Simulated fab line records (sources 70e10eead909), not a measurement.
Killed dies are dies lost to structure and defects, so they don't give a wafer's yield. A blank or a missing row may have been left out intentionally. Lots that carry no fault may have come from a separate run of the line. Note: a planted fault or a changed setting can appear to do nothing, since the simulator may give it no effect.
fab line records + flow nand-harc
record
- lots=13
- wafers=39
- last-day=24
route steps=1159 shown P_M1@296 END@1159
lots untouched by any fault: they come from a run of this same line in which no faults occurred
start-h: start of the lot's first displayed wafer, in hours after the record's first day + wait-h: how many hours have passed since the lot's step before this one + " same as the row above + L1.1+2: several wafers, shown together as one row + - value missing, or start not given + * or withheld: withheld + < > ~ a bound
route shown NAME@n: a module of which the file shows steps, and the number in the route of the first + usual: mean/standard deviation taken from wafers without a fault + same: alike in all rows + chamber/n: place in a boat + sites: readings site by site + _std_site: standard deviation of those values + _edge_site: outer sites' mean less inner sites' + radius-mm: for every site, how far away it sits from the centre of the wafer + mask NAME#n: copy n + behind: the tool/chamber that last shaped the wafer + hold: the reason the lot was held/the length of the hold in hours/how it ended + device: whichever transistor did not switch (one of n, p or np) + end of line: the route-end tests of the same wafers + a step with no rows: only its recipe + killed: not the wafer's yield, but the dies lost to structure and defects at the first sort + map: dies across one wafer; x = killed, . = not, _ = none there
set.NAME: the setting the step ran with; set.NAME@STEP: the setting that earlier step ran with + model.NAME: the simulator's own value behind a step, which no gauge read
route steps across a sampled set of lots; one table per step, one row per wafer
services: the hour from which a tool's chamber was out of use, counted from the record's first day as start-h (under 0 if before that day), plus the number of hours and why
## steps
# step NHARC_P_M1_OVL_MEAS_10
# recipe
- pitch-nm=260
# usual
- overlay-x-nm=0.1/0.9
- overlay-y-nm=-0.1/1
| lot.wafer | tool       | chamber | start-h | wait-h | overlay-x-nm | overlay-y-nm |
|-----------|------------|---------|---------|--------|--------------|--------------|
| L778.2    | overlay-02 | -       | 110.89  | -      | 0.7          | -0.4         |
| L778.4    | "          | -       | "       | "      | 0.8          | -0.7         |
| L778.6    | "          | -       | "       | "      | 0.9          | -0.3         |
| L781.2    | overlay-01 | -       | 144.18  | -      | -0.6         | 0.6          |
| L781.4    | "          | -       | "       | "      | -0.6         | 0.0          |
| L781.5    | "          | -       | "       | "      | 0.0          | 0.8          |
| L782.1    | overlay-02 | -       | 148.20  | -      | 0.7          | -0.2         |
| L782.5    | "          | -       | "       | "      | 0.1          | -0.3         |
| L782.6    | "          | -       | "       | "      | -0.1         | -0.9         |
| L783.1    | overlay-02 | -       | 148.64  | -      | -2.5         | 1.1          |
| L783.4    | "          | -       | "       | "      | -1.5         | 0.6          |
| L783.6    | "          | -       | "       | "      | -1.9         | 0.2          |
| L784.1    | overlay-02 | -       | 153.60  | -      | 1.3          | 0.6          |
| L784.2    | "          | -       | "       | "      | 1.1          | 0.2          |
| L784.4    | "          | -       | "       | "      | 1.2          | 0.3          |
| L787.2    | overlay-02 | -       | 173.05  | -      | 0.5          | -0.4         |
| L787.5    | "          | -       | "       | "      | 0.1          | 0.2          |
| L787.6    | "          | -       | "       | "      | 0.3          | 0.2          |
| L788.2    | overlay-02 | -       | 177.72  | -      | -1.1         | 0.9          |
| L788.3    | "          | -       | "       | "      | -0.7         | 0.6          |
| L788.5    | "          | -       | "       | "      | -0.8         | 0.3          |
| L791.1    | overlay-01 | -       | 194.02  | -      | 1.3          | 0.7          |
| L791.5    | "          | -       | "       | "      | 1.5          | 1.5          |
| L791.6    | "          | -       | "       | "      | 1.6          | 0.9          |
| L790.1    | overlay-01 | -       | 194.91  | -      | -1.1         | -0.3         |
| L790.2    | "          | -       | "       | "      | -0.3         | -1.1         |
| L790.5    | "          | -       | "       | "      | -0.3         | -0.5         |
| L789.2    | overlay-02 | -       | 195.15  | -      | -0.7         | -0.6         |
| L789.3    | "          | -       | "       | "      | -0.4         | -0.3         |
| L789.5    | "          | -       | "       | "      | -0.1         | -0.7         |
| L793.2    | overlay-01 | -       | 211.41  | -      | 0.6          | 1.1          |
| L793.5    | "          | -       | "       | "      | 0.4          | 1.2          |
| L793.6    | "          | -       | "       | "      | 0.8          | 1.5          |
| L797.1    | overlay-02 | -       | 243.26  | -      | 0.6          | -0.8         |
| L797.2    | "          | -       | "       | "      | 0.1          | -0.3         |
| L797.6    | "          | -       | "       | "      | 0.3          | -0.6         |
| L801.3    | overlay-02 | -       | 250.11  | -      | 0.6          | 0.2          |
| L801.4    | "          | -       | "       | "      | 0.5          | 0.4          |
| L801.6    | "          | -       | "       | "      | 1.3          | -0.6         |
# step NHARC_P_M1_PVD_21
# recipe
- target-thk-a=300
- chamber-pressure-pa=5
- power-w=5000
- substrate-temp-c=30
- time-s=20.49
- material=Cu
# usual
- throttle-valve-pct=30.1/0.82
| lot.wafer | tool           | chamber | start-h | wait-h | throttle-valve-pct |
|-----------|----------------|---------|---------|--------|--------------------|
| L778.2    | pvd-sputter-03 | -       | -       | -      | 29.7               |
| L778.4    | "              | -       | "       | "      | 31.7               |
| L778.6    | "              | -       | "       | "      | 29.8               |
| L781.4    | pvd-sputter-02 | -       | -       | -      | 30.4               |
| L781.2    | "              | -       | "       | "      | 29.0               |
| L781.5    | "              | -       | "       | "      | 29.1               |
| L782.1    | pvd-sputter-01 | -       | -       | -      | 30.1               |
| L782.5    | "              | -       | "       | "      | 29.9               |
| L782.6    | "              | -       | "       | "      | 29.1               |
| L783.4    | pvd-sputter-03 | -       | -       | -      | 29.6               |
| L783.1    | "              | -       | "       | "      | 32.1               |
| L783.6    | "              | -       | "       | "      | 29.7               |
| L784.2    | pvd-sputter-02 | -       | -       | -      | 29.3               |
| L784.4    | "              | -       | "       | "      | 30.5               |
| L784.1    | "              | -       | "       | "      | 29.0               |
| L787.2    | pvd-sputter-01 | -       | -       | -      | 29.6               |
| L787.6    | "              | -       | "       | "      | 29.1               |
| L787.5    | "              | -       | "       | "      | 30.2               |
| L788.2    | pvd-sputter-03 | -       | -       | -      | 30.8               |
| L788.3    | "              | -       | "       | "      | 29.5               |
| L788.5    | "              | -       | "       | "      | 29.5               |
| L791.1    | pvd-sputter-02 | -       | -       | -      | 30.3               |
| L791.5    | "              | -       | "       | "      | 29.9               |
| L791.6    | "              | -       | "       | "      | 30.4               |
| L790.2    | pvd-sputter-03 | -       | -       | -      | 29.7               |
| L790.1    | "              | -       | "       | "      | 32.0               |
| L790.5    | "              | -       | "       | "      | 29.6               |
| L789.2    | pvd-sputter-02 | -       | -       | -      | 29.3               |
| L789.3    | "              | -       | "       | "      | 30.4               |
| L789.5    | "              | -       | "       | "      | 29.0               |
| L793.2    | pvd-sputter-01 | -       | -       | -      | 29.1               |
| L793.6    | "              | -       | "       | "      | 29.4               |
| L793.5    | "              | -       | "       | "      | 29.0               |
| L797.1    | pvd-sputter-01 | -       | -       | -      | 30.9               |
| L797.2    | "              | -       | "       | "      | 28.9               |
| L797.6    | "              | -       | "       | "      | 31.0               |
| L801.4    | pvd-sputter-03 | -       | -       | -      | 31.0               |
| L801.3    | "              | -       | "       | "      | 31.6               |
| L801.6    | "              | -       | "       | "      | 30.8               |
# step NHARC_P_M1_ANNEAL_31
# recipe
- temp-c=225
- time-s=90
# usual
- anneal-temp-c=225.01/0.14
- anneal-temp-c-max=226.1/0.68
- wafer_temp_C_max=225.9/0.34
| lot.wafer | tool          | chamber | start-h | wait-h | anneal-temp-c | anneal-temp-c-max | wafer_temp_C_max |
|-----------|---------------|---------|---------|--------|---------------|-------------------|------------------|
| L778.2    | rtp-anneal-02 | 0       | 112.87  | 0.3    | 225.04        | 225.7             | 225.6            |
| L778.4    | "             | 0       | "       | "      | 225.15        | 225.8             | 226.0            |
| L778.6    | "             | 0       | "       | "      | 224.96        | 225.5             | 225.9            |
| L781.2    | rtp-anneal-01 | 0       | 146.27  | 0.4    | 224.97        | 226.5             | 226.8            |
| L781.4    | "             | 0       | "       | "      | 225.08        | 227.2             | 226.6            |
| L781.5    | "             | 0       | "       | "      | 225.06        | 226.5             | 226.3            |
| L782.1    | rtp-anneal-02 | 0       | 150.06  | -      | 224.76        | 225.4             | 225.5            |
| L782.5    | "             | 0       | "       | "      | 224.96        | 225.7             | 225.7            |
| L782.6    | "             | 0       | "       | "      | 224.76        | 225.4             | 225.8            |
| L783.1    | rtp-anneal-01 | 0       | 150.55  | -      | 225.08        | 227.0             | 226.0            |
| L783.4    | "             | 0       | "       | "      | 225.04        | 226.7             | 226.2            |
| L783.6    | "             | 0       | "       | "      | 225.02        | 226.6             | 226.6            |
| L784.1    | rtp-anneal-02 | 0       | 155.47  | 0.3    | 225.19        | 225.9             | 225.6            |
| L784.2    | "             | 0       | "       | "      | 225.04        | 225.5             | 225.5            |
| L784.4    | "             | 0       | "       | "      | 224.91        | 225.3             | 225.8            |
| L787.2    | rtp-anneal-02 | 0       | 174.96  | -      | 224.89        | 225.5             | 225.7            |
| L787.5    | "             | 0       | "       | "      | 225.19        | 225.8             | 225.5            |
| L787.6    | "             | 0       | "       | "      | 225.07        | 225.6             | 225.6            |
| L788.2    | rtp-anneal-01 | 0       | 179.63  | -      | 224.90        | 226.3             | 226.3            |
| L788.3    | "             | 0       | "       | "      | 225.07        | 226.9             | 226.4            |
| L788.5    | "             | 0       | "       | "      | 225.20        | 226.9             | 226.1            |
| L791.1    | rtp-anneal-02 | 0       | 195.89  | 0.3    | 225.21        | 225.7             | 225.6            |
| L791.5    | "             | 0       | "       | "      | 224.99        | 225.6             | 225.8            |
| L791.6    | "             | 0       | "       | "      | 225.22        | 225.8             | 225.7            |
| L790.1    | rtp-anneal-02 | 0       | 196.80  | 0.3    | 224.91        | 225.4             | 225.7            |
| L790.2    | "             | 0       | "       | "      | 225.06        | 225.7             | 225.9            |
| L790.5    | "             | 0       | "       | "      | 225.02        | 225.6             | 225.6            |
| L789.2    | rtp-anneal-02 | -       | 197.26  | 0.3    | -             | -                 | -                |
| L789.3    | "             | -       | "       | "      | -             | -                 | -                |
| L789.5    | "             | -       | "       | "      | -             | -                 | -                |
| L793.2    | rtp-anneal-01 | -       | 213.33  | -      | -             | -                 | -                |
| L793.5    | "             | -       | "       | "      | -             | -                 | -                |
| L793.6    | "             | -       | "       | "      | -             | -                 | -                |
| L797.1    | rtp-anneal-02 | 0       | 245.17  | 0.4    | 224.95        | 225.5             | 225.8            |
| L797.2    | "             | 0       | "       | "      | 225.03        | 225.6             | 225.7            |
| L797.6    | "             | 0       | "       | "      | 224.91        | 225.5             | 225.2            |
| L801.3    | rtp-anneal-02 | 0       | 252.09  | -      | 224.86        | 225.3             | 225.7            |
| L801.4    | "             | 0       | "       | "      | 225.15        | 225.8             | 225.8            |
| L801.6    | "             | 0       | "       | "      | 225.09        | 225.9             | 225.8            |
# step NHARC_P_M1_CMP_23
# recipe
- t-overpolish-s=20
- target-thk-nm=157.82
# usual
- motor-current-A=12.3/0.69
- time-to-endpoint-s=30/3.6
| lot.wafer | tool   | chamber | start-h | wait-h | motor-current-A | time-to-endpoint-s |
|-----------|--------|---------|---------|--------|-----------------|--------------------|
| L778.2    | cmp-02 | 3       | 113.17  | -      | 12.1            | 30                 |
| L778.4    | "      | 2       | "       | "      | 13.5            | 35                 |
| L778.6    | "      | 3       | "       | "      | 12.4            | 29                 |
| L781.2    | cmp-03 | 0       | 146.59  | -      | 12.2            | 31                 |
| L781.4    | "      | 1       | "       | "      | 10.9            | 24                 |
| L781.5    | "      | 3       | "       | "      | 12.9            | 27                 |
| L782.1    | cmp-02 | 3       | 150.50  | -      | 13.0            | 30                 |
| L782.6    | "      | 0       | "       | "      | 11.2            | 29                 |
| L782.5    | "      | 1       | "       | "      | 12.9            | 32                 |
| L783.1    | cmp-03 | 0       | 150.90  | -      | 12.5            | 33                 |
| L783.4    | "      | 1       | "       | "      | 11.8            | 26                 |
| L783.6    | "      | 0       | "       | "      | 12.9            | 35                 |
| L784.4    | cmp-03 | 0       | 155.84  | -      | 12.1            | 38                 |
| L784.1    | "      | 1       | "       | "      | 11.9            | 29                 |
| L784.2    | "      | 2       | "       | "      | 12.5            | 30                 |
| L787.2    | cmp-03 | 1       | 175.28  | -      | 11.6            | 28                 |
| L787.5    | "      | 0       | "       | "      | 12.4            | 36                 |
| L787.6    | "      | 1       | "       | "      | 11.1            | 28                 |
| L788.2    | cmp-03 | 3       | 179.92  | -      | 13.1            | 30                 |
| L788.3    | "      | 2       | "       | "      | 12.6            | 26                 |
| L788.5    | "      | 0       | "       | "      | 11.3            | 33                 |
| L791.1    | cmp-04 | 0       | 196.29  | -      | 12.5            | 24                 |
| L791.5    | "      | 2       | "       | "      | 11.2            | 27                 |
| L791.6    | "      | 3       | "       | "      | 11.4            | 27                 |
| L790.1    | cmp-03 | 3       | 197.14  | -      | 13.9            | 28                 |
| L790.2    | "      | 0       | "       | "      | 12.2            | 33                 |
| L790.5    | "      | 3       | "       | "      | 12.4            | 28                 |
| L789.2    | cmp-02 | 0       | 197.55  | -      | 11.7            | 24                 |
| L789.3    | "      | 2       | "       | "      | 13.4            | 32                 |
| L789.5    | "      | 0       | "       | "      | 11.0            | 23                 |
| L793.2    | cmp-04 | 0       | 213.67  | -      | 12.7            | 28                 |
| L793.6    | "      | 2       | "       | "      | 12.4            | 27                 |
| L793.5    | "      | 3       | "       | "      | 11.8            | 33                 |
| L797.2    | cmp-04 | 1       | 245.55  | -      | 12.1            | 27                 |
| L797.1    | "      | 3       | "       | "      | 12.0            | 27                 |
| L797.6    | "      | 0       | "       | "      | 13.0            | 21                 |
| L801.3    | cmp-02 | 1       | 252.33  | -      | 12.8            | 32                 |
| L801.4    | "      | 2       | "       | "      | 13.0            | 34                 |
| L801.6    | "      | 2       | "       | "      | 12.9            | 35                 |
# step NHARC_END_SORT_01
# recipe
- temp-c=25
# usual
- defect-limited-yield=95.7/1.2
- killed-at-array=25/7.8
- killed-at-other=0.6/0.81
- killed-at-periphery=3.3/2.2
- killed-dies=29/8.2
- killed-open=3.5/1.9
- killed-short=1.8/1.3
- sort_bin_2_pct=1.3/0.5
- sort_bin_3_pct=0.23/0.21
- sort_bin_4_pct=2.8/0.9
- sort-n-pass=648/8.2
- sort-rim-yield-pct=94.3/2.8
- sort-yield-pct=95.7/1.2
# same
- gross-dies=677
- sort_bin_5_pct[%]=0
- sort_bin_6_pct[%]=0
- sort_bin_7_pct[%]=0
- sort_bin_8_pct[%]=0
- sort-rim-n-gross=106.00
| lot.wafer | tool      | chamber | start-h | wait-h | defect-limited-yield[%] | killed-at-array | killed-at-other | killed-at-periphery | killed-dies | killed-open | killed-short | sort_bin_2_pct[%] | sort_bin_3_pct[%] | sort_bin_4_pct[%] | sort-n-pass | sort-rim-yield-pct[%] | sort-yield-pct[%] |
|-----------|-----------|---------|---------|--------|-------------------------|-----------------|-----------------|---------------------|-------------|-------------|--------------|-------------------|-------------------|-------------------|-------------|-----------------------|-------------------|
| L783.1    | prober-02 | 0       | 446.22  | 2.5    | 96.0                    | 26              | 0               | 1                   | 27          | 3           | 0            | 1.2               | 0                 | 2.8               | 650         | 92.5                  | 96.0              |
| L783.4    | prober-02 | 0       | 448.62  | 3.4    | 96.6                    | 18              | 0               | 5                   | 23          | 4           | 0            | 1.2               | 0.15              | 2.1               | 654         | 91.5                  | 96.6              |
| L783.6    | prober-02 | 0       | 450.22  | 4.0    | 96.8                    | 19              | 1               | 2                   | 22          | 1           | 1            | 0.4               | 0                 | 2.8               | 655         | 94.3                  | 96.8              |
| L781.2    | prober-01 | 0       | 455.73  | 2.8    | 96.8                    | 17              | 0               | 5                   | 22          | 3           | 2            | 1.5               | 0.30              | 1.5               | 655         | 96.2                  | 96.8              |
| L781.4    | prober-01 | 0       | 457.31  | 3.4    | 95.6                    | 27              | 0               | 3                   | 30          | 5           | 1            | 1.5               | 0.59              | 2.4               | 647         | 97.2                  | 95.6              |
| L781.5    | prober-01 | 0       | 458.10  | 3.7    | 96.0                    | 26              | 0               | 1                   | 27          | 4           | 2            | 1.3               | 0.15              | 2.5               | 650         | 95.3                  | 96.0              |
| L782.1    | prober-02 | 0       | 471.25  | 2.5    | 94.4                    | 35              | 0               | 3                   | 38          | 6           | 1            | 1.6               | 0.15              | 3.8               | 639         | 92.5                  | 94.4              |
| L782.5    | prober-02 | 0       | 474.44  | 3.7    | 95.0                    | 33              | 1               | 0                   | 34          | 4           | 1            | 1.5               | 0.15              | 3.4               | 643         | 88.7                  | 95.0              |
| L782.6    | prober-02 | 0       | 475.24  | 4.0    | 93.8                    | 38              | 3               | 1                   | 42          | 2           | 2            | 1.5               | 0.44              | 4.3               | 635         | 95.3                  | 93.8              |
| L788.2    | prober-01 | 0       | 491.05  | 2.8    | 94.8                    | 29              | 0               | 6                   | 35          | 5           | 0            | 1.9               | 0.44              | 2.8               | 642         | 91.5                  | 94.8              |
| L788.3    | prober-01 | 0       | 491.85  | 3.1    | 95.1                    | 29              | 0               | 4                   | 33          | 6           | 1            | 1.9               | 0.15              | 2.8               | 644         | 92.5                  | 95.1              |
| L788.5    | prober-01 | 0       | 493.46  | 3.7    | 95.3                    | 26              | 2               | 4                   | 32          | 2           | 5            | 1.8               | 0.15              | 2.8               | 645         | 93.4                  | 95.3              |
| L790.1    | prober-02 | 0       | 505.90  | 2.5    | 95.6                    | 25              | 0               | 5                   | 30          | 6           | 1            | 1.6               | 0                 | 2.8               | 647         | 99.1                  | 95.6              |
| L790.2    | prober-02 | 0       | 506.70  | 2.8    | 96.9                    | 19              | 0               | 2                   | 21          | 2           | 2            | 1.0               | 0                 | 2.1               | 656         | 96.2                  | 96.9              |
| L790.5    | prober-02 | 0       | 509.10  | 3.7    | 95.0                    | 33              | 0               | 1                   | 34          | 5           | 2            | 1.0               | 0.15              | 3.8               | 643         | 97.2                  | 95.0              |
| L789.2    | prober-02 | 0       | 532.05  | 2.8    | 91.1                    | 38              | 3               | 19                  | 60          | 3           | 1            | 3.7               | 0.59              | 4.6               | 617         | 79.2                  | 91.1              |
| L789.3    | prober-02 | 0       | 532.84  | 3.1    | 88.9                    | 45              | 0               | 30                  | 75          | 4           | 5            | 5.9               | 0.59              | 4.6               | 602         | 77.4                  | 88.9              |
| L789.5    | prober-02 | 0       | 534.44  | 3.7    | 90.4                    | 36              | 3               | 26                  | 65          | 2           | 1            | 5.3               | 1.18              | 3.1               | 612         | 76.4                  | 90.4              |
| L793.2    | prober-01 | 0       | 539.86  | 2.8    | 91.0                    | 36              | 0               | 25                  | 61          | 5           | 0            | 5.0               | 0.15              | 3.8               | 616         | 89.6                  | 91.0              |
| L793.5    | prober-01 | 0       | 542.26  | 3.7    | 92.5                    | 27              | 0               | 24                  | 51          | 3           | 2            | 4.4               | 0.30              | 2.8               | 626         | 95.3                  | 92.5              |
| L793.6    | prober-01 | 0       | 543.06  | 4.0    | 90.5                    | 40              | 1               | 23                  | 64          | 6           | 2            | 5.2               | 0                 | 4.3               | 613         | 91.5                  | 90.5              |
# killed by level:class
L783.1 A_CHANNEL_HOLE_D1:chamber-film-flake=16 A_STAIRCASE:chamber-film-flake=4 A_SGD_CUT:chamber-film-flake=3 P_M0:geometric-particle:open=1 A_CHANNEL_FILL_D1:geometric-particle:open=1 A_M0:geometric-particle:open=1 A_ZERO_WELL:chamber-film-flake=1
L783.4 A_CHANNEL_HOLE_D1:chamber-film-flake=11 P_STI:chamber-film-flake=2 A_ZERO_WELL:chamber-film-flake=2 P_CONTACT:geometric-particle:open=1 A_ONON_D1:geometric-particle:open=1 A_SGD_CUT:geometric-particle:open=1 A_BLC:geometric-particle:open=1 P_ZERO_WELL:chamber-film-flake=1
L783.6 A_CHANNEL_HOLE_D1:chamber-film-flake=10 A_ZERO_WELL:chamber-film-flake=3 A_SGD_CUT:chamber-film-flake=3 P_CONTACT:geometric-particle:open=1 A_WL_FILL:geometric-particle:short=1 P_CONTACT:chamber-film-flake=1 A_STAIRCASE:chamber-film-flake=1 A_CONTACT:chamber-film-flake=1
L781.2 A_SLIT:chamber-film-flake=7 A_CHANNEL_HOLE_D1:chamber-film-flake=3 A_CONTACT:chamber-film-flake=3 P_GATE:geometric-particle:open=1 P_M0:geometric-particle:open=1 P_M0:geometric-particle:short=1 A_CHANNEL_HOLE_D1:geometric-particle:short=1 A_CHANNEL_FILL_D1:geometric-particle:open=1
L781.4 A_SLIT:chamber-film-flake=8 A_WL_FILL:chamber-film-flake=4 A_STAIRCASE:chamber-film-flake=4 A_CONTACT:chamber-film-flake=3 A_ONON_D1:geometric-particle:open=2 P_STI:chamber-film-flake=2 A_SGD_CUT:geometric-particle:short=1 A_CONTACT:geometric-particle:open=1
L781.5 A_SLIT:chamber-film-flake=7 A_CONTACT:chamber-film-flake=5 A_STAIRCASE:chamber-film-flake=3 A_WL_FILL:chamber-film-flake=3 A_CHANNEL_FILL_D1:geometric-particle:open=2 A_CHANNEL_HOLE_D1:chamber-film-flake=2 A_ONON_D1:geometric-particle:open=1 A_ONON_D1:geometric-particle:short=1
L782.1 A_SLIT:chamber-film-flake=13 A_CHANNEL_HOLE_D1:chamber-film-flake=8 A_CONTACT:chamber-film-flake=6 A_STAIRCASE:chamber-film-flake=2 A_WL_FILL:chamber-film-flake=2 P_STI:geometric-particle:open=1 P_GATE:geometric-particle:open=1 P_M0:geometric-particle:open=1
L782.5 A_SLIT:chamber-film-flake=13 A_CHANNEL_HOLE_D1:chamber-film-flake=8 A_CONTACT:chamber-film-flake=4 A_STAIRCASE:chamber-film-flake=3 A_CONTACT:geometric-particle:open=2 A_ONON_D1:geometric-particle:open=1 A_WL_FILL:geometric-particle:short=1 A_WL_FILL:geometric-particle:open=1
L782.6 A_CHANNEL_HOLE_D1:chamber-film-flake=14 A_SLIT:chamber-film-flake=9 A_CONTACT:chamber-film-flake=9 THIN_TSV:chamber-film-flake=3 A_WL_FILL:chamber-film-flake=2 P_CONTACT:geometric-particle:open=1 A_WL_FILL:geometric-particle:short=1 A_CONTACT:geometric-particle:short=1
L788.2 A_CHANNEL_HOLE_D1:chamber-film-flake=10 A_SLIT:chamber-film-flake=8 A_CONTACT:chamber-film-flake=6 A_CONTACT:geometric-particle:open=3 P_STI:chamber-film-flake=2 A_ONON_D1:geometric-particle:open=1 A_M0:geometric-particle:open=1 P_ZERO_WELL:chamber-film-flake=1
L788.3 A_SLIT:chamber-film-flake=12 A_CHANNEL_HOLE_D1:chamber-film-flake=7 A_CONTACT:chamber-film-flake=4 A_M0:geometric-particle:open=2 P_CONTACT:geometric-particle:open=1 P_M1:geometric-particle:open=1 A_CHANNEL_HOLE_D1:geometric-particle:short=1 A_CHANNEL_FILL_D1:geometric-particle:open=1
L788.5 A_SLIT:chamber-film-flake=10 A_CHANNEL_HOLE_D1:chamber-film-flake=7 A_CONTACT:chamber-film-flake=3 P_ZERO_WELL:chamber-film-flake=2 P_GATE:chamber-film-flake=2 A_SOURCE_PLATE:geometric-particle:short=1 A_ONON_D1:geometric-particle:short=1 A_CHANNEL_FILL_D1:geometric-particle:short=1
L790.1 A_SLIT:chamber-film-flake=9 A_CHANNEL_HOLE_D1:chamber-film-flake=5 P_CONTACT:geometric-particle:open=2 P_GATE:chamber-film-flake=2 A_ZERO_WELL:chamber-film-flake=2 A_STAIRCASE:chamber-film-flake=2 A_CONTACT:chamber-film-flake=2 P_CONTACT:geometric-particle:short=1
L790.2 A_SLIT:chamber-film-flake=10 A_CONTACT:chamber-film-flake=5 A_CHANNEL_HOLE_D1:chamber-film-flake=2 P_CONTACT:geometric-particle:short=1 P_M0:geometric-particle:short=1 A_CHANNEL_HOLE_D1:geometric-particle:open=1 A_SGD_CUT:geometric-particle:open=1
L790.5 A_SLIT:chamber-film-flake=14 A_CONTACT:chamber-film-flake=6 A_CHANNEL_HOLE_D1:chamber-film-flake=3 A_STAIRCASE:chamber-film-flake=3 A_M0:geometric-particle:open=2 A_M0:geometric-particle:short=2 P_CONTACT:geometric-particle:open=1 A_CONTACT:geometric-particle:open=1
L789.2 P_M1:area-anneal=16 A_CHANNEL_HOLE_D1:chamber-film-flake=14 A_SLIT:chamber-film-flake=10 A_CONTACT:chamber-film-flake=9 A_CHANNEL_FILL_D1:chamber-film-flake=3 THIN_TSV:chamber-film-flake=3 P_GATE:geometric-particle:open=1 P_CONTACT:geometric-particle:open=1
L789.3 P_M1:area-anneal=29 A_SLIT:chamber-film-flake=14 A_CHANNEL_HOLE_D1:chamber-film-flake=14 A_CONTACT:chamber-film-flake=6 A_CHANNEL_FILL_D1:chamber-film-flake=3 A_CHANNEL_FILL_D1:geometric-particle:short=2 A_WL_FILL:geometric-particle:short=2 P_M0:geometric-particle:open=1
L789.5 P_M1:area-anneal=24 A_CHANNEL_HOLE_D1:chamber-film-flake=19 A_SLIT:chamber-film-flake=10 A_CONTACT:chamber-film-flake=4 THIN_TSV:chamber-film-flake=2 P_M1:geometric-particle:open=1 A_CONTACT:geometric-particle:open=1 STARTING-WAFER:geometric-particle:short=1
L793.2 P_M1:area-anneal=20 A_CHANNEL_HOLE_D1:chamber-film-flake=14 A_SLIT:chamber-film-flake=8 P_M1:chamber-film-flake=5 A_CONTACT:geometric-particle:open=4 A_CONTACT:chamber-film-flake=3 A_ZERO_WELL:chamber-film-flake=2 A_WL_FILL:chamber-film-flake=2
L793.5 P_M1:area-anneal=23 A_SLIT:chamber-film-flake=13 A_CHANNEL_HOLE_D1:chamber-film-flake=8 A_WL_FILL:geometric-particle:short=2 A_CONTACT:chamber-film-flake=2 P_GATE:geometric-particle:open=1 A_BLC:geometric-particle:open=1 A_M1:geometric-particle:open=1
L793.6 A_CHANNEL_HOLE_D1:chamber-film-flake=17 P_M1:area-anneal=17 A_SLIT:chamber-film-flake=12 P_M1:chamber-film-flake=5 A_WL_FILL:geometric-particle:short=2 A_ZERO_WELL:chamber-film-flake=2 A_CONTACT:chamber-film-flake=2 P_M1:geometric-particle:open=1
## services
| tool           | chamber | start-h | hours | kind   |
|----------------|---------|---------|-------|--------|
| pvd-sputter-03 | -       | 102.00  | 10.0  | pm     |
| cmp-04         | -       | 104.48  | 0.5   | repair |
| cmp-04         | -       | 105.16  | 4.0   | pm     |
| pvd-sputter-01 | -       | 105.46  | 3.6   | repair |
| pvd-sputter-01 | -       | 110.59  | 2.9   | repair |
| cmp-02         | -       | 119.94  | 0.5   | repair |
| cmp-02         | -       | 128.50  | 4.0   | pm     |
| pvd-sputter-03 | -       | 131.62  | 1.7   | repair |
| cmp-03         | -       | 156.00  | 4.0   | pm     |
| pvd-sputter-01 | -       | 156.06  | 3.1   | repair |
| cmp-03         | -       | 164.57  | 2.1   | repair |
| cmp-03         | -       | 174.44  | 0.8   | repair |
| pvd-sputter-01 | -       | 195.95  | 5.0   | repair |
| cmp-02         | -       | 197.89  | 0.6   | repair |
| cmp-03         | -       | 201.41  | 2.5   | repair |
| cmp-02         | -       | 203.08  | 0.8   | repair |
| cmp-04         | -       | 203.20  | 4.0   | pm     |
| pvd-sputter-02 | -       | 215.79  | 10.0  | pm     |
| cmp-03         | -       | 216.00  | 3.0   | repair |
| cmp-03         | -       | 225.73  | 1.2   | repair |
| cmp-02         | -       | 226.50  | 4.0   | pm     |
| cmp-04         | -       | 228.07  | 6.0   | repair |
| cmp-03         | -       | 241.58  | 0.7   | repair |
| cmp-02         | -       | 244.09  | 0.6   | repair |
## key
first-sign
- step=NHARC_P_M1_ANNEAL_31
- reading=tool-record
- direction=missing
effect
- step=NHARC_END_SORT_01
- reading=killed-at-periphery
- direction=up
- sigmas=9.7
- usual=3.3
- struck=24.5
more-kills-born-at
- NHARC_P_M1_ANNEAL_31@rtp-anneal-02=69
- NHARC_P_M1_ANNEAL_31@rtp-anneal-01=60
met-at NHARC_P_M1_ANNEAL_31
struck-lots L789,L793
not-acting-at NHARC_P_M1_OVL_MEAS_10,NHARC_P_M1_PVD_21,NHARC_P_M1_CMP_23
onset-between 196.80 197.26
fault
- kind=skipped-step-whole
- tool=rtp-anneal-01,rtp-anneal-02
- chamber=-
- onset-h=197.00
- steps=NHARC_P_M1_ANNEAL_31
- scope=struck-lots-only
